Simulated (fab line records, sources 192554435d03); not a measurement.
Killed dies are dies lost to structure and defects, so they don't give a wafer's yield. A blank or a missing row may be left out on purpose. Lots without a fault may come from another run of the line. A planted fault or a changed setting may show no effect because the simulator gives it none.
fab line records | flow n5_finfet
record lots=7 wafers=21
route steps=1938 shown BEOL_M10@1470 BEOL_M11@1561 BEOL_M13@1685
start_h: hours from the record's first day to the start of the lot's first wafer shown | wait_h: hours since the lot's step before | " the same as in the row above | L1.1+2: a row that stands for several wafers | - no value, or no start given | * or withheld: withheld | < > ~ a bound
route shown NAME@n: a module of which the file shows steps, and the number in the route of the first | usual: mean/standard deviation of fault-free wafers | same: alike in all rows | chamber/n: place in a boat | sites: the reading at each site | _std_site: their standard deviation | _edge_site: outer sites' mean less inner sites' | radius_mm: how far each site lies from the wafer's centre | mask NAME#n: copy n | behind: the tool/chamber that last shaped the wafer | hold: why the lot was held/for how many hours/how that ended | device: the transistor (n, p or np) that didn't switch | end of line: the same wafers' tests at the end of the route | a step without rows: its recipe alone | killed: dies lost to structure and defects at the first sort, not the wafer's yield | map: a wafer's dies, x killed, . not, _ none there
set.NAME: the setting as run; set.NAME@STEP: as run at that earlier step | model.NAME: the simulator's own value behind a step, which no gauge read
lots whose settings were changed on purpose; a table a step, a row a wafer
## steps
# step N5_BEOL_M10_ILD_DEP_00
# recipe material=SiCOH_lowk target_thk_a=3085.1 temp_c=300 precursor=DEMS/porogen pressure_torr=5 rf_w=500 time_s=58
# columns lot.wafer tool chamber start_h wait_h set.time_s model.SiCOH_lowk_of_BEOL_M10_ILD_DEP_00.thk_nm
L075.1 pecvd-03 0 207.70 0.0 54.07 284.8
L075.5 " 2 " " 58 312
L075.6 " 0 " " 54.07 289.2
L079.2 pecvd-02 1 237.32 0.0 58 301.2
L079.4 " 1 " " 61.54 325.6
L079.6 " 2 " " 61.54 331
L078.3 pecvd-02 1 237.61 0.0 53.68 278.6
L078.5 " 2 " " 58 310.4
L078.6 " 0 " " 58 311
L085.1 pecvd-01 2 279.65 0.0 58 302
L085.2 " 1 " " 66.25 345.8
L085.3 " 0 " " 66.25 346.4
L091.3 pecvd-02 2 321.18 0.0 52.41 279.8
L091.4 " 2 " " 52.41 281.4
L091.5 " 0 " " 52.41 282
L093.3 pecvd-03 2 329.80 0.0 58 302.8
L093.4 " 2 " " 66.01 351.6
L093.5 " 0 " " 66.01 349.2
L092.2+3 pecvd-02 2,1 334.44 0.0 58 312.4
L092.5 " 1 " " 58 317.4
# step N5_BEOL_M10_CURE_71
# recipe temp_c=385 time_s=240 ambient=He/Ar material=SiCOH_lowk
# columns lot.wafer tool chamber start_h wait_h set.time_s@BEOL_M10_ILD_DEP_00 model.SiCOH_lowk_of_BEOL_M10_ILD_DEP_00.thk_nm
L075.1 uv_cure-02 2 207.78 0.0 54.07 247
L075.5 " 2 " " 58 271
L075.6 " 2 " " 54.07 251
L079.2 uv_cure-02 2 237.49 0.1 58 261.4
L079.4 " 2 " " 61.54 283.2
L079.6 " 2 " " 61.54 287.8
L078.3 uv_cure-03 2 238.07 0.4 53.68 241.6
L078.5 " 2 " " 58 269.6
L078.6 " 2 " " 58 270.2
L085.1 uv_cure-01 2 279.73 0.0 58 262.4
L085.2 " 2 " " 66.25 301
L085.3 " 2 " " 66.25 301.6
L091.3 uv_cure-02 2 321.42 0.2 52.41 242.6
L091.4 " 2 " " 52.41 244
L091.5 " 2 " " 52.41 244.6
L093.3 uv_cure-02 0 330.04 0.2 58 263
L093.4 " 0 " " 66.01 306.2
L093.5 " 0 " " 66.01 304
L092.2 uv_cure-02 2 334.76 0.3 58 271.4
L092.3 " 2 " " 58 271.6
L092.5 " 2 " " 58 276
# step N5_BEOL_M10_THK_MEAS_01
# recipe reads=SiCOH_lowk_of_BEOL_M10_ILD_DEP_00
# usual M10_ILD_THK=268/3
# columns lot.wafer tool chamber start_h wait_h set.time_s@BEOL_M10_ILD_DEP_00 M10_ILD_THK[nm]
L075.1 film_metro-02 - 208.29 0.4 54.07 247
L075.5 " - " " 58 271
L075.6 " - " " 54.07 251
L079.2 film_metro-02 - 237.93 0.4 58 262
L079.4 " - " " 61.54 283
L079.6 " - " " 61.54 288
L078.3 film_metro-01 - 238.42 0.3 53.68 242
L078.5 " - " " 58 270
L078.6 " - " " 58 270
L085.1 film_metro-01 - 280.72 0.8 58 262
L085.2 " - " " 66.25 301
L085.3 " - " " 66.25 302
L091.3 film_metro-01 - 321.77 0.3 52.41 243
L091.4 " - " " 52.41 244
L091.5 " - " " 52.41 245
L093.3 film_metro-02 - 330.39 0.3 58 263
L093.4 " - " " 66.01 306
L093.5 " - " " 66.01 304
L092.2 film_metro-01 - 335.19 0.4 58 271
L092.3 " - " " 58 272
L092.5 " - " " 58 276
# step N5_BEOL_M10_COAT_05
# recipe resist=CAR-ArF spin_rpm=1500 resist_thk_nm=90
# columns lot.wafer tool chamber start_h wait_h set.spin_rpm model.CAR-ArF_of_BEOL_M10_COAT_05.thk_nm
L075.1+6 litho_track-05 0 - - 1500 90
L075.5 " 0 " " 1618 86.2
L079.2 litho_track-04 0 - - 1500 90
L079.4 " 0 " " 1500 89.6
L079.6 " 0 " " 1500 89.8
L078.3+5+6 litho_track-04 0 - - 1500 89.8
L085.1+2 litho_track-04 0 - - 1500 89.8
L085.3 " 0 " " 1500 90.4
L091.3 litho_track-02 0 - - 1601 86.6
L091.4 " 0 " " 1601 86.8
L091.5 " 0 " " 1500 89.6
L093.3+4 litho_track-05 0 - - 1500 90
L093.5 " 0 " " 1500 90.2
L092.2+3 litho_track-02 0 - - 1500 89.6
L092.5 " 0 " " 1500 89.8
# step N5_BEOL_M10_EBR_07
# recipe solvent=PGMEA ebr_width_mm=1.5
# step N5_BEOL_M10_SOFTBAKE_06
# recipe temp_c=110 time_s=60 resist=CAR-ArF
# step N5_BEOL_M10_EXPOSE_08
# recipe mask_id=M10 na=1.35 source_shape=dipole sigma_inner=0.411 sigma_outer=0.611 polarization=te dose_mj=53.75
# step N5_BEOL_M10_PEB_09
# recipe peb_temp_c=withheld peb_time_s=60 resist=CAR-ArF
# step N5_BEOL_M10_DEVELOP_10
# recipe develop_time_s=30 developer=TMAH resist=CAR-ArF rinse_liquid=diw dry=air_spin dev_temp_c=23
# columns lot.wafer tool chamber start_h wait_h set.spin_rpm@BEOL_M10_COAT_05 model.CAR-ArF_of_BEOL_M10_COAT_05.thk_nm
L075.1 litho_track-04 0 - - 1500 88.2
L075.5 " 0 " " 1618 84.6
L075.6 " 0 " " 1500 88.4
L079.2 litho_track-02 0 - - 1500 88.4
L079.4 " 0 " " 1500 88
L079.6 " 0 " " 1500 88.2
L078.3+6 litho_track-04 0 - - 1500 88
L078.5 " 0 " " 1500 88.2
L085.1 litho_track-05 0 - - 1500 88.2
L085.2 " 0 " " 1500 88
L085.3 " 0 " " 1500 88.6
L091.3 litho_track-02 0 - - 1601 84.8
L091.4 " 0 " " 1601 85
L091.5 " 0 " " 1500 88
L093.3 litho_track-04 0 - - 1500 88.2
L093.4 " 0 " " 1500 88.4
L093.5 " 0 " " 1500 88.6
L092.2+3+5 litho_track-04 0 - - 1500 88
# step N5_BEOL_M11_COAT_64
# recipe resist=SiARC temp_c=220 time_s=60 spin_rpm=1500 resist_thk_nm=30
# columns lot.wafer tool chamber start_h wait_h set.spin_rpm model.SiARC_of_BEOL_M11_COAT_64.thk_nm
L075.1+5 litho_track-05 0 - - 1500 30
L075.6 " 0 " " 1500 30.2
L079.2+4+6 litho_track-05 0 - - 1500 30
L078.3 litho_track-05 0 - - 1549 29.4
L078.5 " 0 " " 1549 29.6
L078.6 " 0 " " 1500 30
L085.1 litho_track-05 0 - - 1500 30
L085.2 " 0 " " 1575 29.4
L085.3 " 0 " " 1575 29.2
L091.3 litho_track-05 0 - - 1650 28.4
L091.4 " 0 " " 1650 28.6
L091.5 " 0 " " 1500 29.8
L093.3+4+5 litho_track-03 0 - - 1500 30
L092.2 litho_track-01 0 - - 1500 30
L092.3+5 " 0 " " 1500 29.8
# step N5_BEOL_M11_EXPOSE_25
# recipe mask_id=V10 na=1.35 source_shape=annular sigma_inner=0.5 sigma_outer=0.8 polarization=unpolarized dose_mj=85.5
# columns lot.wafer tool chamber start_h wait_h mask set.dose_mj
L075.1+5+6 arfi_scanner-01 0 219.66 - V10#0 85.5
L079.2 arfi_scanner-01 0 246.41 - V10#0 89.17
L079.4+6 " 0 " " V10#0 85.5
L078.3+5+6 arfi_scanner-01 0 248.41 - V10#0 80.73
L085.1+2+3 arfi_scanner-03 0 290.20 - V10#0 85.5
L091.3+4+5 arfi_scanner-01 0 330.65 - V10#0 85.5
L093.3+4 arfi_scanner-03 0 344.59 - V10#0 88.37
L093.5 " 0 " " V10#0 85.5
L092.2+3+5 arfi_scanner-01 0 347.19 - V10#0 85.5
# step N5_BEOL_M11_PEB_26
# recipe peb_temp_c=withheld peb_time_s=60 resist=CAR-ArF
# step N5_BEOL_M11_DEVELOP_27
# recipe develop_time_s=30 developer=TMAH resist=CAR-ArF rinse_liquid=diw dry=air_spin dev_temp_c=23
# step N5_BEOL_M11_CD_MEAS_28
# recipe target_cd_nm=70 landing_energy_ev=500 detector=se_inlens polarity=opening
# usual cd_nm=70.2/0.97
# columns lot.wafer tool chamber start_h wait_h set.dose_mj@BEOL_M11_EXPOSE_25 cd_nm
L075.1 cd_sem-01 0 219.79 - 85.5 70.2
L075.5 " 0 " " 85.5 70.1
L075.6 " 0 " " 85.5 70.4
L079.2 cd_sem-01 0 246.53 - 89.17 73.7
L079.4 " 0 " " 85.5 68.9
L079.6 " 0 " " 85.5 69.6
L078.3 cd_sem-01 0 248.53 - 80.73 65.1
L078.5 " 0 " " 80.73 65.2
L078.6 " 0 " " 80.73 65.0
L085.1 cd_sem-01 0 290.34 - 85.5 72.5
L085.2 " 0 " " 85.5 72.1
L085.3 " 0 " " 85.5 71.3
L091.3 cd_sem-01 0 330.77 - 85.5 69.1
L091.4 " 0 " " 85.5 69.5
L091.5 " 0 " " 85.5 68.5
L093.3 cd_sem-03 0 344.71 - 88.37 73.3
L093.4 " 0 " " 88.37 72.7
L093.5 " 0 " " 85.5 69.3
L092.2 cd_sem-01 0 347.31 - 85.5 70.1
L092.3 " 0 " " 85.5 71.9
L092.5 " 0 " " 85.5 69.8
# step N5_BEOL_M11_DESCUM_33
# recipe chemistry=O2 time_s=7.9 source_power_w=50 bias_power_w=20 pressure_mtorr=20 rf_frequency_hz=2.712e+07 temp_c=40 resist=CAR-ArF o2_flow_sccm=225
# step N5_BEOL_M11_ETCH_65
# recipe chemistry=CF4 target=SiARC target_depth_a=390 mask_material=CAR-ArF time_s=65 ion_energy_ev=80 pressure_mtorr=40 source_w=545 bias_w=36 Ar_flow_sccm=100 cf4_flow_sccm=100 ends=cleared
# columns lot.wafer tool chamber start_h wait_h set.spin_rpm@BEOL_M11_COAT_64 model.etch.depth_nm model.CAR-ArF_of_BEOL_M11_COAT_22.thk_nm
L075.1 rie_diel-01 0 220.28 0.0 1500 30.03 55.6
L075.5 " 2 " " 1500 30.05 55.8
L075.6 " 0 " " 1500 30.11 55.6
L079.2 rie_diel-04 3 246.72 0.0 1500 29.97 55.4
L079.4 " 3 " " 1500 29.96 55.6
L079.6 " 1 " " 1500 29.99 55.4
L078.3 rie_diel-03 2 248.71 0.0 1549 29.41 56.4
L078.5 " 1 " " 1549 29.51 56.2
L078.6 " 3 " " 1500 29.92 55.8
L085.1 rie_diel-03 2 290.46 0.0 1500 30.07 56
L085.2 " 0 " " 1575 29.32 56.6
L085.3 " 3 " " 1575 29.28 56.4
L091.3 rie_diel-03 2 331.12 0.0 1650 28.49 56.6
L091.4 " 3 " " 1650 28.63 56.6
L091.5 " 3 " " 1500 29.88 55.6
L093.3 rie_diel-03 2 344.83 0.0 1500 30.01 55.6
L093.4 " 0 " " 1500 30.06 55.4
L093.5 " 3 " " 1500 30.05 55.4
L092.2 rie_diel-04 2 347.62 0.0 1500 29.95 55.4
L092.3+5 " 0 " " 1500 29.89 55.4
# step N5_BEOL_M11_VIA_ETCH_34
# recipe chemistry=C4F6/O2 target=SiCOH_lowk target_depth_a=1845 mask_material=SOC taper_deg=4 time_s=69.2 ion_energy_ev=250 pressure_mtorr=30 source_w=345 bias_w=185 Ar_flow_sccm=300 C4F6_flow_sccm=10 O2_flow_sccm=10
# columns lot.wafer tool chamber start_h wait_h set.time_s model.etch.depth_nm model.SOC_of_BEOL_M11_COAT_63.thk_nm
L075.1 rie_diel-01 0 220.45 0.0 75.89 194 91.8
L075.5 " 2 " " 69.2 180.7 92
L075.6 " 0 " " 69.2 177.8 92.4
L079.2 rie_diel-04 3 246.89 0.0 69.2 184.8 92
L079.4 " 3 " " 69.2 185.9 92
L079.6 " 1 " " 69.2 184 91.8
L078.3 rie_diel-03 2 248.88 0.0 69.2 191.3 91.8
L078.5 " 1 " " 82.19 228.2 90.6
L078.6 " 3 " " 69.2 183.9 92.2
L085.1 rie_diel-03 2 290.64 0.0 69.2 186.3 92.4
L085.2 " 0 " " 69.2 190.7 92.4
L085.3 " 3 " " 58.75 162 93.6
L091.3 rie_diel-03 2 331.30 0.0 69.2 189.3 92
L091.4 " 3 " " 60.44 167.1 93.2
L091.5 " 3 " " 60.44 166 92.6
L093.3 rie_diel-03 2 345.00 0.0 56.12 152.8 93.4
L093.4 " 0 " " 69.2 190.9 91.4
L093.5 " 3 " " 69.2 193.2 91.6
L092.2 rie_diel-04 2 347.79 0.0 69.2 185 91.8
L092.3 " 0 " " 69.2 191 92
L092.5 " 0 " " 69.2 191.4 91.8
# step N5_BEOL_M13_EXPOSE_25
# recipe mask_id=M13 na=0.93 source_shape=conventional sigma_outer=0.4 polarization=unpolarized target_cd_nm=210 dose_mj=22
# columns lot.wafer tool chamber start_h wait_h mask set.dose_mj
L075.1+5 krf_scanner-01 0 229.59 - M13#0 22
L075.6 " 0 " " M13#0 21.46
L079.2+6 krf_scanner-01 0 259.17 - M13#0 21.34
L079.4 " 0 " " M13#0 22
L078.3+5 krf_scanner-01 0 261.30 - M13#0 22
L078.6 " 0 " " M13#0 20.43
L085.1+2+3 krf_scanner-02 0 301.45 - M13#0 22
L091.3+4 krf_scanner-02 0 342.60 - M13#0 22
L091.5 " 0 " " M13#0 20.37
L093.3+5 krf_scanner-02 0 355.72 - M13#0 20.75
L093.4 " 0 " " M13#0 22
L092.2+3+5 krf_scanner-01 0 358.21 - M13#0 22
# step N5_BEOL_M13_PEB_26
# recipe peb_temp_c=130 peb_time_s=90
# step N5_BEOL_M13_DEVELOP_27
# recipe develop_time_s=45 rinse_liquid=diw dry=air_spin dev_temp_c=21
# step N5_BEOL_M13_HARDBAKE_32
# recipe temp_c=130 time_s=120
# step N5_BEOL_M13_CD_MEAS_28
# recipe target_cd_nm=209.5 landing_energy_ev=500 detector=se_inlens
# usual cd_nm=209.8/1.3
# columns lot.wafer tool chamber start_h wait_h set.dose_mj@BEOL_M13_EXPOSE_25 cd_nm
L075.1 cd_sem-01 0 229.76 - 22 209.6
L075.5 " 0 " " 22 209.7
L075.6 " 0 " " 21.46 208.2
L079.2 cd_sem-01 0 259.33 - 21.34 206.0
L079.4 " 0 " " 22 209.1
L079.6 " 0 " " 21.34 205.1
L078.3 cd_sem-02 0 261.47 - 22 210.1
L078.5 " 0 " " 22 208.5
L078.6 " 0 " " 20.43 203.9
L085.1 cd_sem-03 0 301.63 - 22 210.8
L085.2 " 0 " " 22 209.2
L085.3 " 0 " " 22 207.6
L091.3 cd_sem-03 0 342.76 - 22 211.7
L091.4 " 0 " " 22 211.1
L091.5 " 0 " " 20.37 202.8
L093.3 cd_sem-03 0 355.88 - 20.75 203.2
L093.4 " 0 " " 22 209.3
L093.5 " 0 " " 20.75 203.0
L092.2 cd_sem-03 0 358.38 - 22 208.9
L092.3 " 0 " " 22 209.3
L092.5 " 0 " " 22 211.2
# step N5_BEOL_M13_DESCUM_33
# recipe chemistry=O2 time_s=7.9 source_power_w=50 bias_power_w=20 pressure_mtorr=20 rf_frequency_hz=2.712e+07 temp_c=40 o2_flow_sccm=225
# columns lot.wafer tool chamber start_h wait_h set.dose_mj@BEOL_M13_EXPOSE_25 model.BEOL_M13.cd_nm
L075.1 rie_diel-04 3 230.09 0.3 22 209.6
L075.5 " 3 " " 22 209.8
L075.6 " 0 " " 21.46 208
L079.2 rie_diel-03 1 259.44 0.1 21.34 206
L079.4 " 3 " " 22 209.4
L079.6 " 2 " " 21.34 205
L078.3 rie_diel-01 2 261.55 0.0 22 210.2
L078.5 " 2 " " 22 208.4
L078.6 " 3 " " 20.43 203.8
L085.1 rie_diel-04 3 301.72 0.0 22 210.6
L085.2 " 0 " " 22 209.2
L085.3 " 1 " " 22 207.4
L091.3 rie_diel-04 0 342.84 0.0 22 212
L091.4 " 0 " " 22 211.4
L091.5 " 1 " " 20.37 203
L093.3+5 rie_diel-03 3,0 356.05 0.1 20.75 203.2
L093.4 " 0 " " 22 209.6
L092.2 rie_diel-01 2 358.51 0.1 22 209
L092.3 " 3 " " 22 208.8
L092.5 " 2 " " 22 211
# step N5_BEOL_M13_ETCH_67
# recipe chemistry=CF4 target=SiARC target_depth_a=1430 time_s=238.3 ion_energy_ev=80 pressure_mtorr=40 source_w=545 bias_w=36 Ar_flow_sccm=100 cf4_flow_sccm=100 ends=cleared
# columns lot.wafer tool chamber start_h wait_h set.dose_mj@BEOL_M13_EXPOSE_25 model.BEOL_M13.cd_nm
L075.1 rie_diel-04 3 230.13 0.0 22 210.6
L075.5 " 3 " " 22 210.2
L075.6 " 0 " " 21.46 207.4
L079.2 rie_diel-03 1 259.48 0.0 21.34 206.4
L079.4 " 3 " " 22 209.8
L079.6 " 2 " " 21.34 204.4
L078.3 rie_diel-01 2 261.59 0.0 22 211
L078.5 " 2 " " 22 209.2
L078.6 " 3 " " 20.43 203.4
L085.1 rie_diel-04 3 301.75 0.0 22 212.2
L085.2 " 0 " " 22 209.2
L085.3 " 1 " " 22 207.8
L091.3 rie_diel-04 0 342.88 0.0 22 212.6
L091.4 " 0 " " 22 212
L091.5 " 1 " " 20.37 203.8
L093.3 rie_diel-03 3 356.08 0.0 20.75 204.2
L093.4 " 0 " " 22 209.8
L093.5 " 0 " " 20.75 203.8
L092.2 rie_diel-01 2 358.54 0.0 22 209.4
L092.3 " 3 " " 22 208.8
L092.5 " 2 " " 22 211.6
# step N5_BEOL_M13_ETCH_68
# recipe chemistry=N2/H2 target=SOC mask_material=SiARC source_w=3000 bias_w=350 temp_c=40 time_s=355 ion_energy_ev=200 pressure_mtorr=30 n2_flow_sccm=200 h2_flow_sccm=200
# columns lot.wafer tool chamber start_h wait_h set.dose_mj@BEOL_M13_EXPOSE_25 model.BEOL_M13.cd_nm
L075.1 rie_diel-04 3 230.27 0.1 22 209.2
L075.5 " 1 " " 22 209.8
L075.6 " 2 " " 21.46 205.8
L079.2 rie_diel-03 1 259.62 0.1 21.34 207.2
L079.4 " 3 " " 22 207.6
L079.6 " 2 " " 21.34 204.6
L078.3 rie_diel-01 2 261.73 0.1 22 210.4
L078.5 " 2 " " 22 208
L078.6 " 3 " " 20.43 201.8
L085.1 rie_diel-04 3 301.90 0.1 22 211.4
L085.2 " 0 " " 22 209.2
L085.3 " 1 " " 22 208
L091.3 rie_diel-04 0 343.03 0.1 22 212.4
L091.4 " 0 " " 22 212.2
L091.5 " 1 " " 20.37 205
L093.3 rie_diel-03 3 356.23 0.1 20.75 206.6
L093.4 " 0 " " 22 211.2
L093.5 " 0 " " 20.75 206.2
L092.2 rie_diel-01 2 358.69 0.1 22 210.6
L092.3 " 3 " " 22 208
L092.5 " 2 " " 22 211.8
# step N5_BEOL_M13_STRIP_69
# recipe chemistry=N2/H2 temp_c=40 n2_flow_sccm=200 h2_flow_sccm=200 rf_frequency_hz=6e+07
# step N5_BEOL_M13_TRENCH_ETCH_34
# recipe chemistry=C4F8/O2/Ar target=SiOC target_depth_a=4134.7 mask_material=SOC pressure_mtorr=30 source_w=3000 bias_w=700 Ar_flow_sccm=400 C4F8_flow_sccm=15 O2_flow_sccm=8 he_inner_torr=15 he_outer_torr=30 time_s=162.6 ion_energy_ev=250
# columns lot.wafer tool chamber start_h wait_h set.dose_mj@BEOL_M13_EXPOSE_25 model.BEOL_M13.cd_nm
L075.1 rie_diel-04 3 230.50 0.0 22 209.8
L075.5 " 1 " " 22 210
L075.6 " 2 " " 21.46 206.2
L079.2 rie_diel-03 1 259.84 0.0 21.34 207.6
L079.4 " 3 " " 22 207.8
L079.6 " 2 " " 21.34 204.6
L078.3 rie_diel-01 2 261.95 0.0 22 210.4
L078.5 " 2 " " 22 207.8
L078.6 " 3 " " 20.43 201.8
L085.1 rie_diel-04 3 302.12 0.0 22 211.8
L085.2 " 0 " " 22 209
L085.3 " 1 " " 22 208.2
L091.3 rie_diel-04 0 343.25 0.0 22 211.6
L091.4 " 0 " " 22 211.4
L091.5 " 1 " " 20.37 204.8
L093.3 rie_diel-03 3 356.45 0.0 20.75 206.6
L093.4 " 0 " " 22 210.8
L093.5 " 0 " " 20.75 206
L092.2 rie_diel-01 2 358.91 0.0 22 210.4
L092.3 " 3 " " 22 207.8
L092.5 " 2 " " 22 211.6
# step N5_BEOL_M13_STRIP_70
# recipe chemistry=C4F8/O2/Ar resist=SiARC rf_frequency_hz=6e+07
# step N5_BEOL_M13_STRIP_37
# recipe chemistry=N2/H2 power_w=1000 temp_c=250 h2_frac=0.65 overash_fraction=0.3 pressure_mtorr=withheld n2_flow_sccm=1750 h2_flow_sccm=3250
# step N5_BEOL_M13_ETCH_38
# recipe chemistry=CF4/N2 target=SiCN target_depth_a=675 taper_deg=2 time_s=71.9 ion_energy_ev=150 mask_material=SiO2 pressure_mtorr=40 source_w=430 bias_w=70 Ar_flow_sccm=100 cf4_flow_sccm=60 n2_flow_sccm=60
# columns lot.wafer tool chamber start_h wait_h set.dose_mj@BEOL_M13_EXPOSE_25 model.BEOL_M13.cd_nm
L075.1 rie_diel-03 0 230.92 - 22 209.8
L075.5 " 2 " " 22 210
L075.6 " 0 " " 21.46 206.2
L079.2 rie_diel-01 0 260.14 - 21.34 207.6
L079.4 " 1 " " 22 207.8
L079.6 " 2 " " 21.34 204.6
L078.3 rie_diel-01 1 263.85 - 22 210.2
L078.5 " 1 " " 22 207.8
L078.6 " 2 " " 20.43 201.8
L085.1 rie_diel-04 3 303.06 - 22 211.8
L085.2 " 2 " " 22 209
L085.3 " 0 " " 22 208.2
L091.3+4 rie_diel-04 1,2 345.34 - 22 211.6
L091.5 " 1 " " 20.37 204.8
L093.3 rie_diel-03 3 358.10 - 20.75 206.6
L093.4 " 1 " " 22 211
L093.5 " 0 " " 20.75 206
L092.2 rie_diel-01 2 360.72 - 22 210.4
L092.3 " 0 " " 22 207.8
L092.5 " 2 " " 22 211.6
## key
split step=N5_BEOL_M10_ILD_DEP_00 setting=time_s stated=58 by=wafer
response step=N5_BEOL_M10_ILD_DEP_00 reading=model.SiCOH_lowk_of_BEOL_M10_ILD_DEP_00.thk_nm change=+3.5 per=1% r=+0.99
response step=N5_BEOL_M10_CURE_71 reading=model.SiCOH_lowk_of_BEOL_M10_ILD_DEP_00.thk_nm change=+3.09 per=1% r=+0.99
response step=N5_BEOL_M10_THK_MEAS_01 reading=M10_ILD_THK change=+3.09 per=1% r=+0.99
split step=N5_BEOL_M10_COAT_05 setting=spin_rpm stated=1500 by=wafer
response step=N5_BEOL_M10_COAT_05 reading=model.CAR-ArF_of_BEOL_M10_COAT_05.thk_nm change=-0.461 per=1% r=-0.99
response step=N5_BEOL_M10_DEVELOP_10 reading=model.CAR-ArF_of_BEOL_M10_COAT_05.thk_nm change=-0.466 per=1% r=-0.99
split step=N5_BEOL_M11_COAT_64 setting=spin_rpm stated=1500 by=wafer
response step=N5_BEOL_M11_COAT_64 reading=model.SiARC_of_BEOL_M11_COAT_64.thk_nm change=-0.134 per=1% r=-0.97
response step=N5_BEOL_M11_ETCH_65 reading=model.etch.depth_nm change=-0.137 per=1% r=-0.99
response step=N5_BEOL_M11_ETCH_65 reading=model.CAR-ArF_of_BEOL_M11_COAT_22.thk_nm change=+0.104 per=1% r=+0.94
split step=N5_BEOL_M11_EXPOSE_25 setting=dose_mj stated=85.5 by=wafer
response step=N5_BEOL_M11_CD_MEAS_28 reading=cd_nm change=+1.05 per=1% r=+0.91
split step=N5_BEOL_M11_VIA_ETCH_34 setting=time_s stated=69.2 by=wafer
response step=N5_BEOL_M11_VIA_ETCH_34 reading=model.etch.depth_nm change=+1.96 per=1% r=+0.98
response step=N5_BEOL_M11_VIA_ETCH_34 reading=model.SOC_of_BEOL_M11_COAT_63.thk_nm change=-0.0802 per=1% r=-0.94
split step=N5_BEOL_M13_EXPOSE_25 setting=dose_mj stated=22 by=wafer
response step=N5_BEOL_M13_CD_MEAS_28 reading=cd_nm change=+0.995 per=1% r=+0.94
response step=N5_BEOL_M13_DESCUM_33 reading=model.BEOL_M13.cd_nm change=+1.02 per=1% r=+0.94
response step=N5_BEOL_M13_ETCH_67 reading=model.BEOL_M13.cd_nm change=+1.07 per=1% r=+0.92
response step=N5_BEOL_M13_ETCH_68 reading=model.BEOL_M13.cd_nm change=+0.969 per=1% r=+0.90
response step=N5_BEOL_M13_TRENCH_ETCH_34 reading=model.BEOL_M13.cd_nm change=+0.924 per=1% r=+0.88
response step=N5_BEOL_M13_ETCH_38 reading=model.BEOL_M13.cd_nm change=+0.932 per=1% r=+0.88
